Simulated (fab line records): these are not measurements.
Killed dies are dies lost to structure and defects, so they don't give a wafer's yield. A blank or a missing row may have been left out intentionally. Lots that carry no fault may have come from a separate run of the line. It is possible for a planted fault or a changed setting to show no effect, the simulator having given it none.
fab line records	flow nand_harc
record: lots: 7	wafers: 19	last_day: 31
route steps=1302 shown A_CHANNEL_HOLE_D1@457 END@1302
lots that met no fault: taken from a fault-free run of the same line
start_h: hours from the record's opening day to when the first of the lot's shown wafers began	wait_h: how many hours have passed since the lot's step before this one	" the same as in the row above	L1.1+2: several wafers, shown together as one row	- no value, or no start given	* or withheld: withheld	< > ~ a bound
route shown NAME@n: a module of which the file shows steps, and the number in the route of the first	usual: average and standard deviation across the fault-free wafers	same: alike in all rows	chamber/n: place in a boat	sites: readings site by site	_std_site: standard deviation across them	_edge_site: the outer-site mean with the inner-site mean subtracted	radius_mm: how far each site lies from the wafer's centre	mask NAME#n: copy n	behind: the last tool/chamber to shape the wafer	hold: what put the lot on hold/how long, in hours/how the hold closed	device: transistor that didn't switch, given as n, p or np	end of line: the tests these same wafers got at the end of their route	a step without rows: its recipe alone	killed: dies lost to structure and defects at the first sort, not the wafer's yield	map: a wafer's dies, marking killed ones x, the rest . and places with no die _
set.NAME: the setting as run; set.NAME@STEP: as run at that earlier step	model.NAME: the simulator's own value behind a step, which no gauge read
a table for each step, a row for each wafer; lots at some steps of the route
services: from which hour (start_h, from the record's first day; less than 0 if before it) a tool's chamber was out of use, for how many hours, and why
== steps ==
step: NHARC_A_CHANNEL_HOLE_D1_SOFTBAKE_05
recipe: temp_c: 105	time_s: 55
step: NHARC_A_CHANNEL_HOLE_D1_EBR_06
step: NHARC_A_CHANNEL_HOLE_D1_EXPOSE_07
recipe: na: 1.35	target_cd_nm: 100	sigma_outer: 0.3	dose_mj: 59.65	mask_id: HOLE_D1
step: NHARC_A_CHANNEL_HOLE_D1_PEB_08
recipe: peb_temp_c: 100	peb_time_s: 65
step: NHARC_A_CHANNEL_HOLE_D1_DEVELOP_09
recipe: develop_time_s: 35	dev_temp_c: 23
step: NHARC_A_CHANNEL_HOLE_D1_CD_MEAS_10
recipe: target_cd_nm: 100	landing_energy_ev: 500
usual: cd_nm: 99.7/0.54
lot.wafer	tool	chamber	start_h	wait_h	cd_nm
L886.3	cd_sem-01	0	180.38	-	99.4
L886.4	"	0	"	"	100.1
L886.6	"	0	"	"	98.7
L892.1	cd_sem-01	0	245.48	-	99.5
L892.3	"	0	"	"	99.7
L892.6	"	0	"	"	99.5
L895.1	cd_sem-01	0	278.86	-	100.1
L895.4	"	0	"	"	100.3
L895.6	"	0	"	"	99.1
L897.2	cd_sem-01	0	282.08	-	99.3
L897.4	"	0	"	"	98.4
L897.5	"	0	"	"	99.0
L903.1	cd_sem-01	0	343.51	-	99.1
L903.4	"	0	"	"	99.7
L903.5	"	0	"	"	100.2
L902.4	cd_sem-02	0	343.82	-	99.4
L902.6	"	0	"	"	98.7
L905.2	cd_sem-02	0	368.09	-	99.6
L905.4	"	0	"	"	100.6
step: NHARC_A_CHANNEL_HOLE_D1_OVL_MEAS_11
usual: overlay_x_nm: 0.0/0.93	overlay_y_nm: 0.0/0.92
lot.wafer	tool	chamber	start_h	wait_h	overlay_x_nm	overlay_y_nm
L886.3	overlay-02	-	180.48	-	-0.3	-1.1
L886.4	"	-	"	"	-0.8	-0.3
L886.6	"	-	"	"	-0.9	-1.0
L892.1	overlay-02	-	245.57	-	-1.9	-0.4
L892.3	"	-	"	"	-2.0	-1.1
L892.6	"	-	"	"	-1.7	-1.3
L895.1	overlay-02	-	278.95	-	-0.4	-0.2
L895.4	"	-	"	"	0.0	-0.2
L895.6	"	-	"	"	-0.2	-0.7
L897.2	overlay-02	-	282.16	-	-1.8	0.1
L897.4	"	-	"	"	-1.2	-0.3
L897.5	"	-	"	"	-0.9	0.4
L903.1	overlay-01	-	343.60	-	1.5	-0.6
L903.4	"	-	"	"	1.3	-0.4
L903.5	"	-	"	"	1.6	-0.4
L902.4	overlay-01	-	343.90	-	0.2	0.8
L902.6	"	-	"	"	-0.3	1.0
L905.2	overlay-01	-	368.17	-	0.4	-0.5
L905.4	"	-	"	"	0.7	-0.6
step: NHARC_A_CHANNEL_HOLE_D1_INSPECT_12
usual: raw_defect_count: 4.9/2.6
lot.wafer	tool	chamber	start_h	wait_h	raw_defect_count
L886.3	defect_inspect-01	-	180.52	0.0	7
L886.4	"	-	"	"	6
L886.6	"	-	"	"	5
L892.1	defect_inspect-02	-	245.60	0.0	5
L892.3	"	-	"	"	1
L892.6	"	-	"	"	6
L895.1	defect_inspect-01	-	278.98	0.0	9
L895.4	"	-	"	"	9
L895.6	"	-	"	"	4
L897.2	defect_inspect-01	-	282.20	0.0	2
L897.4	"	-	"	"	3
L897.5	"	-	"	"	5
L903.1	defect_inspect-02	-	343.63	0.0	2
L903.4	"	-	"	"	7
L903.5	"	-	"	"	5
L902.4	defect_inspect-01	-	343.94	0.0	2
L902.6	"	-	"	"	1
L905.2	defect_inspect-02	-	368.21	0.0	3
L905.4	"	-	"	"	6
step: NHARC_A_CHANNEL_HOLE_D1_DESCUM_15
recipe: time_s: 3	o2_flow_sccm: 200	ar_flow_sccm: 0	bias_power_w: 0	chemistry: O2
usual: drypump_motor_current_A: 5.9/0.48	mfc_ar_sccm: 0.005/0.0071	oes_product_au: 0.999/0.012	rf_vpp_V: 57.6/0.85	showerhead_plenum_p_Torr: 1.89/0.067	throttle_valve_pct: 11.311/0.0099
lot.wafer	tool	chamber	start_h	wait_h	drypump_motor_current_A	mfc_ar_sccm	oes_product_au	rf_hours_counter_h	rf_vpp_V	showerhead_plenum_p_Torr	throttle_valve_pct
L886.3	rie_diel-01	0	180.58	0.1	6.3	0	1.012	52	56.7	1.87	11.303
L886.4	"	1	"	"	4.8	0.021	1.003	50	58.2	1.92	11.311
L886.6	"	0	"	"	6.3	0	1.018	-	59.3	1.87	11.298
L892.1	rie_diel-03	2	245.66	0.1	6.0	0	1.020	11	56.6	1.81	11.297
L892.3	"	1	"	"	6.6	0	0.993	10	58.3	1.95	11.294
L892.6	"	2	"	"	5.9	0	1.017	-	58.5	1.81	11.325
L895.4	rie_diel-03	1	279.04	0.1	6.6	0	0.992	13	57.3	1.95	11.319
L895.1	"	0	"	"	5.8	0.013	0.992	14	58.5	1.81	11.314
L895.6	"	2	"	"	5.9	0	1.021	-	56.8	1.81	11.304
L897.4	rie_diel-07	1	282.27	0.1	6.3	0.014	1.016	51	58.5	1.98	11.302
L897.2	"	2	"	"	6.2	0	1.005	57	56.5	1.88	11.315
L897.5	"	0	"	"	5.6	0	0.995	-	59.2	2.01	11.299
L903.4	rie_diel-03	0	343.69	0.1	5.7	0.013	1.002	4	58.4	1.81	11.309
L903.1	"	1	"	"	6.6	0	1.005	4	57.3	1.94	11.324
L903.5	"	0	"	"	5.7	0.013	0.997	-	57.1	1.81	11.317
L902.4	rie_diel-03	2	344.03	0.1	5.9	0	0.995	4	56.5	1.80	11.311
L902.6	"	2	"	"	5.9	0	0.993	-	58.3	1.80	11.310
L905.4	rie_diel-03	2	368.29	0.1	5.9	0	0.995	6	57.3	1.80	11.343
L905.2	"	3	"	"	6.2	0	0.980	6	58.7	1.91	11.310
step: NHARC_A_CHANNEL_HOLE_D1_ETCH_38
recipe: target_depth_a: 390	over_etch_frac: 0.3	time_s: 65	ion_energy_ev: 80	cf4_flow_sccm: 150	ar_flow_sccm: 0	rf_w: 300	bias_w: 100	chemistry: CF4
usual: drypump_motor_current_A: 5.9/0.49	mfc_ar_sccm: 0.005/0.0074	oes_product_au: 0.996/0.012	rf_fwd_power_W: 297.4/0.94	rf_vpp_V: 151.0/1.1	run_length_s: 86.3/0.51	showerhead_plenum_p_Torr: 1.75/0.056	throttle_valve_pct: 13.283/0.0092
lot.wafer	tool	chamber	start_h	wait_h	drypump_motor_current_A	mfc_ar_sccm	oes_product_au	rf_fwd_power_W	rf_hours_counter_h	rf_vpp_V	run_length_s	showerhead_plenum_p_Torr	throttle_valve_pct
L886.3	rie_diel-01	2	180.67	0.1	5.3	0.022	1.004	297.4	46	152.1	86.3	1.79	13.293
L886.4	"	0	"	"	6.3	0	1.010	296.3	52	149.3	86.2	1.73	13.272
L886.6	"	2	"	"	5.3	0.022	1.006	296.4	-	150.8	86.1	1.79	13.287
L892.1	rie_diel-03	1	245.75	0.1	6.7	0	0.997	298.1	10	152.4	87.1	1.80	13.287
L892.3	"	3	"	"	6.2	0	0.988	296.7	12	151.4	85.2	1.77	13.274
L892.6	"	2	"	"	5.9	0	1.006	296.7	-	148.3	86.0	1.68	13.286
L895.1	rie_diel-03	0	279.13	0.1	5.7	0.013	0.988	298.0	14	150.2	86.6	1.68	13.286
L895.4	"	1	"	"	6.7	0	0.983	298.4	13	151.2	86.9	1.80	13.285
L895.6	"	1	"	"	6.6	0	0.986	298.4	-	152.6	86.9	1.80	13.280
L897.4	rie_diel-07	3	282.47	0.2	4.9	0.015	1.001	295.8	49	150.6	86.6	1.76	13.295
L897.2	"	0	"	"	5.5	0	0.996	297.4	44	152.4	86.6	1.85	13.283
L897.5	"	2	"	"	6.2	0	1.003	298.8	-	150.7	86.1	1.74	13.270
L903.1	rie_diel-03	0	343.79	0.1	5.7	0.013	1.005	298.2	4	150.3	86.1	1.68	13.283
L903.4	"	1	"	"	6.7	0	1.012	297.1	4	152.2	87.2	1.80	13.296
L903.5	"	0	"	"	5.7	0.013	0.995	297.2	-	151.0	86.3	1.68	13.285
L902.4	rie_diel-03	2	344.10	0.1	5.9	0	0.995	298.8	4	151.1	86.1	1.67	13.288
L902.6	"	3	"	"	6.2	0	0.980	297.7	-	150.5	85.4	1.77	13.267
L905.2	rie_diel-03	1	368.36	0.1	6.6	0	1.001	297.3	6	151.9	86.5	1.80	13.289
L905.4	"	3	"	"	6.2	0	0.962	297.0	6	150.6	86.0	1.77	13.294
step: NHARC_A_CHANNEL_HOLE_D1_ETCH_39
recipe: target_depth_a: 2600	over_etch_frac: 0.3	time_s: 325	ion_energy_ev: 200	n2_flow_sccm: 150	h2_flow_sccm: 150	ar_flow_sccm: 0	rf_w: 400	bias_w: 150	chemistry: N2/H2
usual: drypump_motor_current_A: 5.9/0.45	mfc_ar_sccm: 0.005/0.0071	oes_product_au: 0.998/0.012	rf_fwd_power_W: 399.2/1.4	rf_vpp_V: 429.8/2.1	run_length_s: 346.3/0.53	showerhead_plenum_p_Torr: 2.01/0.071	throttle_valve_pct: 14.172/0.0095
lot.wafer	tool	chamber	start_h	wait_h	drypump_motor_current_A	mfc_ar_sccm	oes_product_au	rf_fwd_power_W	rf_hours_counter_h	rf_vpp_V	run_length_s	showerhead_plenum_p_Torr	throttle_valve_pct
L886.3	rie_diel-01	3	-	-	5.6	0	1.021	397.9	50	430.4	347.1	2.03	14.178
L886.4	"	1	"	"	4.8	0.021	0.999	401.7	50	430.7	345.8	2.05	14.166
L886.6	"	2	"	"	5.3	0.022	1.014	398.1	-	430.5	346.0	2.06	14.158
L892.3	rie_diel-03	3	-	-	6.2	0	0.991	398.4	12	430.6	345.6	2.04	14.170
L892.1	"	0	"	"	5.8	0.013	0.981	399.3	11	425.9	346.4	1.93	14.181
L892.6	"	3	"	"	6.2	0	0.993	400.2	-	430.7	345.4	2.04	14.168
L895.1	rie_diel-03	0	-	-	5.7	0.013	0.989	399.5	14	425.0	346.4	1.93	14.184
L895.4	"	3	"	"	6.2	0	0.996	398.4	15	430.6	345.5	2.04	14.165
L895.6	"	1	"	"	6.6	0	0.995	401.3	-	431.5	346.7	2.08	14.174
L897.2	rie_diel-07	3	-	-	4.9	0.015	1.007	398.0	49	428.9	346.8	2.03	14.163
L897.4	"	1	"	"	6.3	0.014	1.014	399.3	51	432.7	346.7	2.11	14.179
L897.5	"	3	"	"	5.0	0.015	1.000	399.1	-	430.8	347.0	2.03	14.167
L903.4	rie_diel-03	0	-	-	5.7	0.013	0.989	399.8	4	427.6	346.4	1.93	14.176
L903.1	"	2	"	"	6.0	0	0.997	395.9	4	427.7	346.4	1.92	14.159
L903.5	"	3	"	"	6.2	0	0.983	398.1	-	431.2	345.3	2.04	14.174
L902.4	rie_diel-03	1	-	-	6.6	0	1.005	400.8	4	431.7	347.3	2.07	14.160
L902.6	"	3	"	"	6.2	0	0.970	398.9	-	431.3	345.2	2.04	14.154
L905.4	rie_diel-03	0	-	-	5.7	0.013	0.990	397.4	7	426.7	346.3	1.93	14.168
L905.2	"	1	"	"	6.6	0	0.989	400.9	6	431.7	346.8	2.07	14.162
step: NHARC_A_CHANNEL_HOLE_D1_ETCH_34
recipe: target_depth_a: 1540	time_s: 77	cf4_flow_sccm: 100	chf3_flow_sccm: 30	ar_flow_sccm: 0	rf_w: 500	bias_w: 200	chemistry: CF4/CHF3
usual: drypump_motor_current_A: 6.0/0.48	mfc_ar_sccm: 0.005/0.0072	oes_product_au: 0.941/0.025	rf_fwd_power_W: 496.6/1.8	rf_vpp_V: 370.1/1.9	run_length_s: 98.3/0.51	showerhead_plenum_p_Torr: 1.56/0.051	throttle_valve_pct: 16.802/0.0089
lot.wafer	tool	chamber	start_h	wait_h	drypump_motor_current_A	mfc_ar_sccm	oes_product_au	rf_fwd_power_W	rf_hours_counter_h	rf_vpp_V	run_length_s	showerhead_plenum_p_Torr	throttle_valve_pct
L886.3	rie_diel-01	0	-	-	6.3	0	0.932	494.2	52	369.6	98.4	1.54	16.801
L886.4	"	1	"	"	4.8	0.021	0.919	493.6	50	371.1	97.6	1.58	16.811
L886.6	"	0	"	"	6.3	0	0.930	493.0	-	370.1	98.1	1.54	16.807
L892.3	rie_diel-03	3	-	-	6.2	0	0.916	494.5	12	369.3	97.5	1.57	16.790
L892.1	"	0	"	"	5.7	0.013	0.908	497.5	11	369.5	98.1	1.50	16.819
L892.6	"	2	"	"	5.9	0	0.934	497.0	-	367.5	98.6	1.49	16.798
L895.4	rie_diel-03	1	-	-	6.6	0	0.967	494.8	13	370.2	98.7	1.60	16.808
L895.1	"	2	"	"	5.9	0	0.986	495.8	15	368.9	98.2	1.49	16.799
L895.6	"	2	"	"	5.9	0	0.977	496.4	-	367.0	98.4	1.49	16.800
L897.2	rie_diel-07	0	-	-	5.5	0	0.921	495.0	44	373.0	98.6	1.65	16.798
L897.4	"	1	"	"	6.2	0.014	0.933	500.1	51	373.5	98.6	1.62	16.813
L897.5	"	3	"	"	5.0	0.015	0.925	494.4	-	369.5	98.6	1.57	16.801
L903.4	rie_diel-03	2	-	-	5.9	0	0.919	495.5	4	368.5	97.9	1.49	16.808
L903.1	"	3	"	"	6.2	0	0.908	496.6	4	370.3	97.4	1.57	16.819
L903.5	"	1	"	"	6.6	0	0.930	500.4	-	370.4	99.1	1.60	16.804
L902.4	rie_diel-03	1	-	-	6.6	0	0.925	495.1	4	371.0	98.7	1.60	16.788
L902.6	"	1	"	"	6.6	0	0.934	497.0	-	370.9	98.6	1.60	16.795
L905.4	rie_diel-03	2	-	-	5.9	0	0.924	497.7	6	367.1	98.3	1.49	16.803
L905.2	"	0	"	"	5.7	0.013	0.921	497.6	7	367.1	98.2	1.49	16.807
step: NHARC_A_CHANNEL_HOLE_D1_ETCH_16
recipe: target_depth_a: 31000	over_etch_frac: 0.3	time_s: 806	ion_energy_ev: 150	o2_flow_sccm: 400	cos_flow_sccm: 20	ar_flow_sccm: 0	rf_w: 500	bias_w: 300	chemistry: O2/COS
usual: drypump_motor_current_A: 6.0/0.47	mfc_ar_sccm: 0.005/0.0072	oes_product_au: 0.997/0.012	rf_fwd_power_W: 499.5/1.4	rf_vpp_V: 313.7/1.6	run_length_s: 827.3/0.49	showerhead_plenum_p_Torr: 3.09/0.1	throttle_valve_pct: 28.330/0.0093
lot.wafer	tool	chamber	start_h	wait_h	drypump_motor_current_A	mfc_ar_sccm	oes_product_au	rf_fwd_power_W	rf_hours_counter_h	rf_vpp_V	run_length_s	showerhead_plenum_p_Torr	throttle_valve_pct
L886.3	rie_diel-01	1	181.10	-	4.8	0.021	0.995	501.4	50	315.7	827.3	3.13	28.317
L886.4	"	2	"	"	5.2	0.022	1.011	501.0	46	313.7	827.1	3.15	28.311
L886.6	"	1	"	"	4.8	0.021	0.999	499.5	-	313.3	827.3	3.13	28.329
L892.3	rie_diel-03	1	246.19	-	6.6	0	0.986	498.2	11	314.9	827.8	3.17	28.334
L892.1	"	2	"	"	5.9	0	1.017	500.4	11	312.7	827.4	2.96	28.335
L892.6	"	1	"	"	6.7	0	0.993	498.6	-	314.6	827.9	3.17	28.322
L895.1	rie_diel-03	0	279.57	-	5.7	0.013	0.982	498.8	14	311.1	827.0	2.97	28.327
L895.4	"	2	"	"	6.0	0	1.019	501.3	15	311.7	827.4	2.96	28.339
L895.6	"	0	"	"	5.7	0.013	0.982	499.5	-	311.3	827.3	2.97	28.337
L897.2	rie_diel-07	1	283.02	-	6.3	0.014	1.007	500.1	52	315.5	827.4	3.22	28.321
L897.4	"	3	"	"	5.0	0.015	1.006	497.9	50	314.2	827.4	3.11	28.327
L897.5	"	2	"	"	6.2	0	1.007	500.5	-	313.3	826.7	3.07	28.335
L903.4	rie_diel-03	3	344.34	-	6.2	0	0.986	-	5	314.3	656.3	3.12	28.329
L903.1	"	2	"	"	5.9	0	0.998	500.7	4	311.8	827.4	2.95	28.329
L903.5	"	3	"	"	6.2	0	0.987	498.7	-	313.3	826.3	3.12	28.322
L902.4	rie_diel-03	2	344.91	-	5.9	0	0.988	-	5	310.1	656.6	2.95	28.316
L902.6	"	0	"	"	5.7	0.013	0.987	499.9	-	311.1	827.1	2.97	28.326
L905.2	rie_diel-03	2	368.86	-	5.9	0	0.981	-	6	312.1	656.7	2.95	28.318
L905.4	"	3	"	"	6.2	0	0.975	-	7	313.4	656.3	3.12	28.313
step: NHARC_A_CHANNEL_HOLE_D1_CD_MEAS_18
usual: cd_nm: 98/3
lot.wafer	tool	chamber	start_h	wait_h	cd_nm
L886.3	cd_sem-02	-	181.69	-	92
L886.4	"	-	"	"	96
L886.6	"	-	"	"	91
L892.1	cd_sem-03	-	246.76	-	96
L892.3	"	-	"	"	101
L892.6	"	-	"	"	103
L895.1	cd_sem-01	-	280.15	-	101
L895.4	"	-	"	"	102
L895.6	"	-	"	"	103
L897.2	cd_sem-03	-	283.59	-	97
L897.4	"	-	"	"	91
L897.5	"	-	"	"	97
L903.1	cd_sem-02	-	344.92	-	100
L903.4	"	-	"	"	94
L903.5	"	-	"	"	98
L902.4	cd_sem-01	-	345.38	-	103
L902.6	"	-	"	"	95
L905.2	cd_sem-03	-	369.38	-	103
L905.4	"	-	"	"	98
step: NHARC_END_SORT_01
recipe: temp_c: 25
usual: killed_at_array: 55/17	killed_at_other: 0.9/1.2	killed_at_periphery: 3.7/2.5	killed_dies: 59/18	killed_open: 3.4/1.9	killed_short: 2.6/1.6
same: gross_dies: 677
lot.wafer	tool	chamber	start_h	wait_h	killed_at_array	killed_at_other	killed_at_periphery	killed_dies	killed_open	killed_short
L903.4	prober-01	0	733.79	3.4	174	1	8	183	4	3
L902.4	prober-01	0	741.56	3.4	111	2	5	118	3	5
L905.2	prober-02	0	744.76	2.8	155	1	2	158	5	1
L905.4	prober-02	0	746.37	3.4	194	1	0	195	3	2
killed by level:class
L903.4 A_CHANNEL_HOLE_D1:area_etch=111 A_CHANNEL_HOLE_D1:chamber_film_flake=27 A_CHANNEL_HOLE_D2:chamber_film_flake=14 A_BLC:chamber_film_flake=8 A_STAIRCASE:chamber_film_flake=4 P_M1:chamber_film_flake=3 A_CONTACT:chamber_film_flake=3 P_GATE:geometric_particle:open=2
L902.4 A_CHANNEL_HOLE_D1:area_etch=66 A_SLIT:chamber_film_flake=18 A_CHANNEL_HOLE_D1:chamber_film_flake=5 P_GATE:chamber_film_flake=4 A_CHANNEL_HOLE_D2:chamber_film_flake=4 A_STAIRCASE:chamber_film_flake=4 A_CONTACT:chamber_film_flake=4 A_ONON_D1:geometric_particle:short=2
L905.2 A_CHANNEL_HOLE_D1:area_etch=78 A_CHANNEL_HOLE_D1:chamber_film_flake=34 A_SLIT:chamber_film_flake=17 A_STAIRCASE:chamber_film_flake=10 A_CONTACT:chamber_film_flake=10 A_WL_FILL:chamber_film_flake=2 P_M0:geometric_particle:open=1 P_M1:geometric_particle:short=1
L905.4 A_CHANNEL_HOLE_D1:area_etch=110 A_CHANNEL_HOLE_D1:chamber_film_flake=38 A_SLIT:chamber_film_flake=20 A_STAIRCASE:chamber_film_flake=12 A_CONTACT:chamber_film_flake=4 A_DECK1_JOINT:chamber_film_flake=2 A_DECK1_JOINT:geometric_particle:short=1 A_ONON_D2:geometric_particle:open=1
map L902.4 (x killed, . not)
____________.____________
_________xx....._________
_______xxxx....x.._______
______xxxxx........______
_____..xxxx........._____
____.xxxxx...........____
____..x.x.......x..x.____
___..x...x............___
___...xx..x.x.x.......___
__.x...................__
__.....................__
_......................._
_.................x.x..._
_......xx.x.x..........._
_x....x......x.........._
_.x.xx............x....._
.x.....xx........x......x
.x....x...........x......
xx....x.....x............
x..x..............x......
xx.......................
_..x...................._
_xx..x.................._
_...........x..........._
_.x....................._
_xxxx...............x..._
__.xx.....x............__
__x.x.x.x..............__
___x..x..xx...........___
___.x...xx.x.....x....___
____xx........x......____
____x.x.xx...........____
_____x.x...xx...x..._____
______xxx.x...x...x______
_______x..xx..xx.._______
_________.x.xx.x_________
____________x____________
map L903.4 (x killed, . not)
____________x____________
_________xxxx..x_________
_______x.x.xx.xxxx_______
______xx...x.x....x______
_____xx..x.....xx.xx_____
____xx..........x.xxx____
____.....x.......xx..____
___xxxx...........x..x___
___xx.x...............___
__...x............x....__
__.....x...............__
_xxxxxxxxx............xx_
_x.xxx.xx...........xx.._
_xxxxx.x..x..x.x....x..._
_...xxxxx..............._
_xx.xxxxxx......x......x_
..x..xxxx...............x
....xxxx.x........x...x.x
....xx.x..............x.x
xx.xxxxx.............xx..
x.........x.............x
_xxx...................._
_xx.................x..x_
_.x..xx.....x.x........._
_.xx...x.........x...xxx_
_x.....xx..............._
__x......x...x.......x.__
__...........x.........__
___x..................___
___xx................x___
____..............xxx____
____xx.x.x...........____
_____xxx.xx...x.x..._____
______x.xx........x______
_______xx....xxx.._______
_________.xxxxxx_________
____________x____________
== services ==
tool	chamber	start_h	hours	kind
rie_diel-03	0	162.30	-	clean
rie_diel-03	1	162.30	-	clean
rie_diel-03	2	162.30	-	clean
rie_diel-03	3	162.30	-	clean
rie_diel-03	0	186.80	-	clean
rie_diel-03	1	186.80	-	clean
rie_diel-03	2	186.80	-	clean
rie_diel-03	3	186.80	-	clean
rie_diel-01	-	205.99	9.0	pm
rie_diel-03	0	211.30	-	clean
rie_diel-03	1	211.30	-	clean
rie_diel-03	2	211.30	-	clean
rie_diel-03	3	211.30	-	clean
rie_diel-07	-	230.26	0.6	repair
rie_diel-03	0	235.80	-	clean
rie_diel-03	1	235.80	-	clean
rie_diel-03	2	235.80	-	clean
rie_diel-03	3	235.80	-	clean
rie_diel-03	1	261.03	3.5	repair
rie_diel-03	-	281.30	9.0	pm
rie_diel-07	-	294.20	9.0	pm
rie_diel-01	-	315.38	0.6	repair
rie_diel-07	3	334.27	14.8	repair
rie_diel-01	3	336.93	3.0	repair
== key ==
first_sign: step: NHARC_A_CHANNEL_HOLE_D1_ETCH_16	reading: run_length_s	direction: down	sigmas: 99+	usual: *	struck: *
effect: step: NHARC_END_SORT_01	reading: killed_at_array	direction: up	sigmas: 6	usual: 55	struck: 158
more_kills_born_at: NHARC_A_CHANNEL_HOLE_D1_ETCH_16@rie_diel-03: 365
met_at NHARC_A_CHANNEL_HOLE_D1_ETCH_16
struck_wafers L902.4,L903.4,L905.2,L905.4
tester_left_out L902,L903,L905
onset_between 279.57 344.34
fault: kind: process_parameter_drift	tool: rie_diel-03	chamber: -	onset_h: 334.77	steps: NHARC_A_CHANNEL_HOLE_D1_ETCH_16	channel: time_s	offset: *	shape: step	end_h: 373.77	scope: struck_wafers_only	acts_in: *	stated: *
tester_left_out: of these lots the tester's yield and bins aren't shown, on N5 and GAA mostly nor the transistor test; their killed dies are dies lost to structure and defects alone, not to doping, threshold or leakage, so they don't give the yield
